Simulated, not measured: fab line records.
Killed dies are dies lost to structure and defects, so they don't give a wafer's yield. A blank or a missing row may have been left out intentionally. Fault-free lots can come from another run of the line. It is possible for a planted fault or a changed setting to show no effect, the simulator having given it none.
Which tool did it? + flow nandHarc + Sampling: 24 lots, 72 wafers, 3 of 1302 route steps

== WHAT THE GAUGES READ, wafer by wafer ==
NHARC_A_M0_CD_MEAS_09: the cd target is 80 nm. Usual: cdNm reads 80.0 nm (standard deviation 0.67).
| lot  | measured     | on       | cdNm (nm)      | flag |
|------|--------------|----------|----------------|------|
| L075 | day 23 08:10 | cdSem-02 | 80.7 80.9 80.6 |      |
| L076 | day 23 10:14 | cdSem-03 | 78.7 79.0 79.2 |      |
| L074 | day 23 12:23 | cdSem-01 | 79.2 79.4 78.5 |      |
| L077 | day 23 14:46 | cdSem-01 | 79.7 81.2 79.4 |      |
| L078 | day 23 16:09 | cdSem-01 | 80.9 81.3 80.1 |      |
| L080 | day 24 06:02 | cdSem-02 | 79.8 80.5 80.8 |      |
| L079 | day 24 13:02 | cdSem-02 | 80.2 79.9 79.8 |      |
| L084 | day 26 02:44 | cdSem-01 | 81.9 80.7 80.6 |      |
| L082 | day 26 11:24 | cdSem-02 | 79.5 80.9 80.2 |      |
| L083 | day 26 16:26 | cdSem-01 | 80.2 80.2 79.8 |      |
| L081 | day 26 15:50 | cdSem-01 | 79.7 81.2 80.0 |      |
| L085 | day 27 06:58 | cdSem-02 | 80.3 81.4 80.6 |      |
| L086 | day 27 11:46 | cdSem-01 | 79.3 79.1 78.7 |      |
| L088 | day 28 04:43 | cdSem-03 | 79.4 81.4 80.8 |      |
| L089 | day 28 11:49 | cdSem-01 | 79.1 79.2 79.4 |      |
| L087 | day 28 15:34 | cdSem-02 | 79.6 80.0 80.1 |      |
| L091 | day 29 04:14 | cdSem-01 | 80.0 80.5 81.0 |      |
| L090 | day 29 14:37 | cdSem-03 | 80.1 79.0 80.0 |      |
| L092 | day 29 16:25 | cdSem-03 | 79.5 78.8 79.6 |      |
| L094 | day 30 04:19 | cdSem-01 | 80.1 80.8 80.7 |      |
| L093 | day 30 06:38 | cdSem-01 | 79.2 79.5 80.0 |      |
| L097 | day 31 21:10 | cdSem-02 | 79.4 80.0 79.6 |      |
| L096 | day 32 04:35 | cdSem-01 | 79.6 80.0 79.7 |      |
| L095 | day 32 22:08 | cdSem-01 | 79.2 79.5 80.0 |      |

== TOOL THAT RAN EACH LOT (tool first, then ch and the chambers of the sampled wafers, then the start) ==
| lot  | NHARC_A_CONTACT_ETCH_110          | NHARC_A_BLC_STRIP_21              |
|------|-----------------------------------|-----------------------------------|
| L075 | rieDiel-04 ch 2,3, day 23 01:34   | rieDiel-03 ch 1,3, day 23 05:33   |
| L076 | rieDiel-01 ch 0,2,3, day 23 03:29 | rieDiel-03 ch 1,2,3, day 23 07:30 |
| L074 | rieDiel-08 ch 0,1,3, day 23 05:46 | rieDiel-03 ch 0,1,2, day 23 09:41 |
| L077 | rieDiel-08 ch 0,2, day 23 08:00   | rieDiel-10 ch 0,3, day 23 12:03   |
| L078 | rieDiel-01 ch 0,1,3, day 23 09:26 | rieDiel-03 ch 0,1,3, day 23 13:26 |
| L080 | rieDiel-01 ch 0,1,2, day 23 23:25 | rieDiel-10 ch 0,2,3, day 24 03:18 |
| L079 | rieDiel-01 ch 0,1,2, day 24 05:40 | rieDiel-10 ch 1,3, day 24 10:20   |
| L084 | rieDiel-08 ch 0,2,3, day 25 19:52 | rieDiel-03 ch 0,2,3, day 26 00:06 |
| L082 | rieDiel-08 ch 0,3, day 26 03:50   | rieDiel-10 ch 0,1, day 26 08:40   |
| L083 | rieDiel-08 ch 1,2,3, day 26 08:40 | rieDiel-10 ch 0,2,3, day 26 13:25 |
| L081 | rieDiel-01 ch 0,1,3, day 26 09:00 | rieDiel-03 ch 0,2,3, day 26 13:07 |
| L085 | rieDiel-04 ch 0,1, day 26 23:45   | rieDiel-11 ch 0,2,3, day 27 03:50 |
| L086 | rieDiel-04 ch 0,1, day 27 03:50   | rieDiel-11 ch 0,3, day 27 08:39   |
| L088 | rieDiel-04 ch 0,1,3, day 27 21:52 | rieDiel-10 ch 0,1,2, day 28 02:00 |
| L089 | rieDiel-04 ch 0,1,3, day 28 05:08 | rieDiel-10 ch 1,3, day 28 09:08   |
| L087 | rieDiel-01 ch 0,2,3, day 28 08:55 | rieDiel-03 ch 1,2, day 28 12:48   |
| L091 | rieDiel-08 ch 0,2,3, day 28 21:35 | rieDiel-10 ch 0,1,3, day 29 01:33 |
| L090 | rieDiel-04 ch 1,2,3, day 29 07:56 | rieDiel-11 ch 0,1,3, day 29 11:56 |
| L092 | rieDiel-04 ch 1,2, day 29 09:50   | rieDiel-03 ch 0,1,3, day 29 13:42 |
| L094 | rieDiel-08 ch 0,2,3, day 29 21:53 | rieDiel-10 ch 0,2,3, day 30 01:44 |
| L093 | rieDiel-04 ch 0,1,2, day 29 23:54 | rieDiel-10 ch 0,1,2, day 30 03:54 |
| L097 | rieDiel-04 ch 1,2,3, day 31 10:07 | rieDiel-03 ch 1,3, day 31 18:25   |
| L096 | rieDiel-04 ch 1,3, day 31 20:43   | rieDiel-03 ch 0,1,2, day 32 01:53 |
| L095 | rieDiel-04 ch 0,3, day 32 06:17   | rieDiel-03 ch 0,2,3, day 32 19:20 |
- NHARC_A_CONTACT_ETCH_110: etches the open film in CF4/O2, target depth 60 nm, overetch 6 nm, time 33 s.
- NHARC_A_BLC_STRIP_21: strips in O2.

== WHAT THE TOOLS THEMSELVES READ (means of the sampled wafers that have a number; where no wafer has one, the mark that the record gives instead) ==
NHARC_A_CONTACT_ETCH_110. Usual: drypumpMotorCurrentA 5.9 A, standard deviation 0.3; oesProductAu 1.001 a.u., standard deviation 0.011; rfVppV 198.1 V, standard deviation 1.3; showerheadPlenumPTorr 1.35 Torr, standard deviation 0.049; throttleValvePct 13.396 %, standard deviation 0.0099.
| lot  | tool       | drypumpMotorCurrentA (A) | oesProductAu (a.u.) | rfVppV (V) | showerheadPlenumPTorr (Torr) | throttleValvePct (%) | flag |
|------|------------|--------------------------|---------------------|------------|------------------------------|----------------------|------|
| L075 | rieDiel-04 | 6.0                      | 0.998               | 198.8      | 1.40                         | 13.402               |      |
| L076 | rieDiel-01 | 5.8                      | 0.999               | 198.1      | 1.32                         | 13.394               |      |
| L074 | rieDiel-08 | 5.6                      | 1.001               | 198.1      | 1.34                         | 13.396               |      |
| L077 | rieDiel-08 | 5.5                      | 0.993               | 197.6      | 1.32                         | 13.395               |      |
| L078 | rieDiel-01 | 5.7                      | 0.999               | 197.6      | 1.35                         | 13.400               |      |
| L080 | rieDiel-01 | 5.8                      | 1.018               | 198.5      | 1.34                         | 13.395               |      |
| L079 | rieDiel-01 | 5.9                      | 1.011               | 197.4      | 1.34                         | 13.382               |      |
| L084 | rieDiel-08 | 5.6                      | 1.010               | 196.7      | 1.31                         | 13.392               |      |
| L082 | rieDiel-08 | 5.5                      | 1.003               | 198.5      | 1.33                         | 13.396               |      |
| L083 | rieDiel-08 | 5.7                      | 1.003               | 198.0      | 1.32                         | 13.395               |      |
| L081 | rieDiel-01 | 5.6                      | 0.996               | 197.7      | 1.35                         | 13.401               |      |
| L085 | rieDiel-04 | 6.3                      | 0.996               | 197.2      | 1.34                         | 13.393               |      |
| L086 | rieDiel-04 | 6.2                      | 1.003               | 198.1      | 1.34                         | 13.393               |      |
| L088 | rieDiel-04 | 6.2                      | 0.997               | 198.1      | 1.36                         | 13.392               |      |
| L089 | rieDiel-04 | 6.2                      | 1.001               | 198.2      | 1.36                         | 13.389               |      |
| L087 | rieDiel-01 | 5.8                      | 0.999               | 198.1      | 1.38                         | 13.398               |      |
| L091 | rieDiel-08 | 5.6                      | 1.013               | 197.3      | 1.31                         | 13.399               |      |
| L090 | rieDiel-04 | 6.0                      | 0.998               | 198.6      | 1.38                         | 13.390               |      |
| L092 | rieDiel-04 | 6.0                      | 0.986               | 198.5      | 1.38                         | 13.396               |      |
| L094 | rieDiel-08 | 5.6                      | 1.015               | 197.4      | 1.31                         | 13.393               |      |
| L093 | rieDiel-04 | 6.2                      | 0.999               | 197.4      | 1.36                         | 13.398               |      |
| L097 | rieDiel-04 | 6.0                      | 1.004               | 197.6      | 1.38                         | 13.394               |      |
| L096 | rieDiel-04 | 6.0                      | 1.005               | 198.6      | 1.37                         | 13.393               |      |
| L095 | rieDiel-04 | 6.3                      | 1.003               | 198.2      | 1.35                         | 13.393               |      |

NHARC_A_BLC_STRIP_21. Usual: drypumpMotorCurrentA 5.8 A, standard deviation 0.35; oesProductAu 0.998 a.u., standard deviation 0.01; rfVppV 57.8 V, standard deviation 0.93; showerheadPlenumPTorr 3.52 Torr, standard deviation 0.088; throttleValvePct 17.038 %, standard deviation 0.008.
| lot  | tool       | drypumpMotorCurrentA (A) | oesProductAu (a.u.) | rfVppV (V) | showerheadPlenumPTorr (Torr) | throttleValvePct (%) | flag |
|------|------------|--------------------------|---------------------|------------|------------------------------|----------------------|------|
| L075 | rieDiel-03 | 5.9                      | 1.004               | 57.6       | 3.42                         | 17.034               |      |
| L076 | rieDiel-03 | 5.9                      | 0.998               | 57.1       | 3.48                         | 17.043               |      |
| L074 | rieDiel-03 | 6.1                      | 1.003               | 57.7       | 3.53                         | 17.037               |      |
| L077 | rieDiel-10 | 6.0                      | 0.988               | 58.4       | 3.56                         | 17.035               |      |
| L078 | rieDiel-03 | 5.8                      | 1.001               | 58.2       | 3.45                         | 17.037               |      |
| L080 | rieDiel-10 | 5.8                      | 0.995               | 57.4       | 3.53                         | 17.031               |      |
| L079 | rieDiel-10 | 6.0                      | 1.004               | 59.1       | 3.61                         | 17.040               |      |
| L084 | rieDiel-03 | 5.8                      | 0.995               | 57.7       | 3.51                         | 17.031               |      |
| L082 | rieDiel-10 | 5.6                      | 0.990               | 58.0       | 3.47                         | 17.040               |      |
| L083 | rieDiel-10 | 5.8                      | 0.999               | 56.7       | 3.53                         | 17.035               |      |
| L081 | rieDiel-03 | 5.8                      | 0.994               | 57.2       | 3.51                         | 17.038               |      |
| L085 | rieDiel-11 | 5.8                      | 1.002               | 57.7       | 3.60                         | 17.038               |      |
| L086 | rieDiel-11 | 6.2                      | 0.992               | 57.8       | 3.58                         | 17.036               |      |
| L088 | rieDiel-10 | 5.6                      | 0.992               | 57.6       | 3.51                         | 17.044               |      |
| L089 | rieDiel-10 | 5.8                      | 0.999               | 59.2       | 3.59                         | 17.044               |      |
| L087 | rieDiel-03 | 6.2                      | 1.007               | 58.4       | 3.49                         | 17.029               |      |
| L091 | rieDiel-10 | 5.8                      | 0.999               | 58.7       | 3.54                         | 17.028               |      |
| L090 | rieDiel-11 | 5.7                      | 1.007               | 58.3       | 3.55                         | 17.036               |      |
| L092 | rieDiel-03 | 5.8                      | 0.994               | 57.7       | 3.45                         | 17.041               |      |
| L094 | rieDiel-10 | 5.8                      | 0.991               | 57.9       | 3.53                         | 17.032               |      |
| L093 | rieDiel-10 | 5.6                      | 0.983               | 58.2       | 3.51                         | 17.044               |      |
| L097 | rieDiel-03 | 5.7                      | 1.006               | 56.7       | 3.40                         | 17.040               |      |
| L096 | rieDiel-03 | 6.0                      | 1.004               | 58.0       | 3.52                         | 17.041               |      |
| L095 | rieDiel-03 | 5.8                      | 0.998               | 57.8       | 3.51                         | 17.032               |      |

== THE ANSWER, worked out from the rows above alone ==
Rule: take the mean of a lot's wafers that have a number; if it is more than 3 standard deviations from the usual mean, the lot is off. Also off: a lot with no number at a reading for which 4 or more lots have one. Where the step has rows for the other lots, those lots are counted as sound. The gauges are gone through in route order, then the tools' own readings, and for those a lot's mean is taken as printed above. The first step at which some lot is off is used, and at that step the reading that is off furthest; a lot without a number counts as furthest.
Across all readings shown, no lot is off: no conclusion can be drawn from this.

== WHAT WAS PUT IN BY THE SIMULATOR ==
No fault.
